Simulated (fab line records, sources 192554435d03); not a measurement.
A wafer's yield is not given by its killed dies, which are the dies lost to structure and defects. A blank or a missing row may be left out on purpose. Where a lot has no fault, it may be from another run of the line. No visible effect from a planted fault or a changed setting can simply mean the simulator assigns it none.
Chamber matching / flow n5-finfet / N5_BEOL_M3_ETCH_74 on rie-diel-04 has 4 sister chambers
The step etches underlayer in N2/H2, target depth 6.5 nm, time 5.2 s. 4 wafers are shown with their chamber, then 12 later ones without.

== WAFERS PAIRED WITH THEIR CHAMBERS ==
wafer=L081.4; chamber=1; drypump-motor-current-A (A)=5.4
wafer=L084.5; chamber=2; drypump-motor-current-A (A)=6.4
wafer=L085.5; chamber=3; drypump-motor-current-A (A)=5.8
wafer=L085.6; chamber=0; drypump-motor-current-A (A)=5.9

== WAFERS MISSING THEIR CHAMBER ==
wafer=L088.1; drypump-motor-current-A (A)=5.4
wafer=L088.4; drypump-motor-current-A (A)=6.4
wafer=L088.5; drypump-motor-current-A (A)=6.4
wafer=L091.3; drypump-motor-current-A (A)=5.4
wafer=L091.4; drypump-motor-current-A (A)=5.9
wafer=L091.6; drypump-motor-current-A (A)=5.4
wafer=L090.1; drypump-motor-current-A (A)=5.4
wafer=L090.3; drypump-motor-current-A (A)=5.7
wafer=L090.5; drypump-motor-current-A (A)=5.9
wafer=L092.3; drypump-motor-current-A (A)=5.4
wafer=L092.4; drypump-motor-current-A (A)=5.9
wafer=L092.6; drypump-motor-current-A (A)=5.9

== WHICH CHAMBER EACH WENT THROUGH ==
wafer=L088.1; from the rows above=1; in truth=1
wafer=L088.4; from the rows above=2; in truth=2
wafer=L088.5; from the rows above=2; in truth=2
wafer=L091.3; from the rows above=1; in truth=1
wafer=L091.4; from the rows above=0; in truth=0
wafer=L091.6; from the rows above=1; in truth=1
wafer=L090.1; from the rows above=1; in truth=1
wafer=L090.3; from the rows above=3; in truth=3
wafer=L090.5; from the rows above=0; in truth=0
wafer=L092.3; from the rows above=1; in truth=1
wafer=L092.4; from the rows above=0; in truth=0
wafer=L092.6; from the rows above=0; in truth=0
Placed correctly: 12 of 12. Number that these rows cannot place: 0. 0 placed wrongly.
How it was worked out, from the rows above alone: a wafer's distance from a chamber is the root of the sum, over the readings, of the square of ((its reading less the chamber's mean) divided by the reading's scatter). If the next closest chamber is less than 2 further off than the closest, the wafer can't be placed; otherwise it belongs to the closest. For every chamber, the mean is computed from those of its wafers that are shown. The scatter: with one shown wafer a chamber, the root of the mean of the squares of how far each hidden wafer lies from its nearest shown one.
